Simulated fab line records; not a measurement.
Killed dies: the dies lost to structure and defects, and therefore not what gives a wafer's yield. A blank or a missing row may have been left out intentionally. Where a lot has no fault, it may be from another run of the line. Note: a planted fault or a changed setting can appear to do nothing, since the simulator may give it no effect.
Which of the tools did it?    flow n5Finfet    route of 1938 steps, sampled at 1 step: 7 lots, 21 wafers

## WHAT THE GAUGES READ, wafer by wafer
N5_ZERO_LAYER_CD_MEAS_11 targets a cd of 2000 nm.
lot   measured     on        cdNm (nm)
L594  day 1 18:38  cdSem-02  2002.9 2001.8 1998.4
L598  day 2 18:41  cdSem-01  2001.2 2001.3 1998.2
L601  day 3 12:40  cdSem-01  2000.9 2000.3 2001.1
L605  day 4 12:38  cdSem-01  2002.4 2003.8 2000.3
L607  day 5 00:39  cdSem-02  2005.5 1998.3 2001.3
L609  day 5 12:38  cdSem-02  2000.8 2002.8 2001.2
L615  day 7 00:46  cdSem-03  2001.8 1998.5 1996.9

## WHAT TOOL EACH LOT RAN ON (gives the tool, then ch and the chambers of the sampled wafers, and finally the start)
Record: no process step prior to these readings.

## THE ANSWER, worked out from the rows above alone
Rule: the usual values come from the lots themselves. The widest of any qualifying gaps counts: lots, ordered by their means at a reading, are off when they make up no more than a third of the lots, leave a main group of 4 or more, and stand apart from it by 3 or more times the standard deviation of that group's means. A main group whose means are all the same, to the digits that the tables above print for the reading, isn't used. A lot without any number at a reading at which 4 lots or more have one is off too. All remaining lots with rows at the step are treated as sound.
No lot is off at any reading shown: from this, nothing can be told.

## WHAT HAD BEEN PUT IN BY THE SIMULATOR
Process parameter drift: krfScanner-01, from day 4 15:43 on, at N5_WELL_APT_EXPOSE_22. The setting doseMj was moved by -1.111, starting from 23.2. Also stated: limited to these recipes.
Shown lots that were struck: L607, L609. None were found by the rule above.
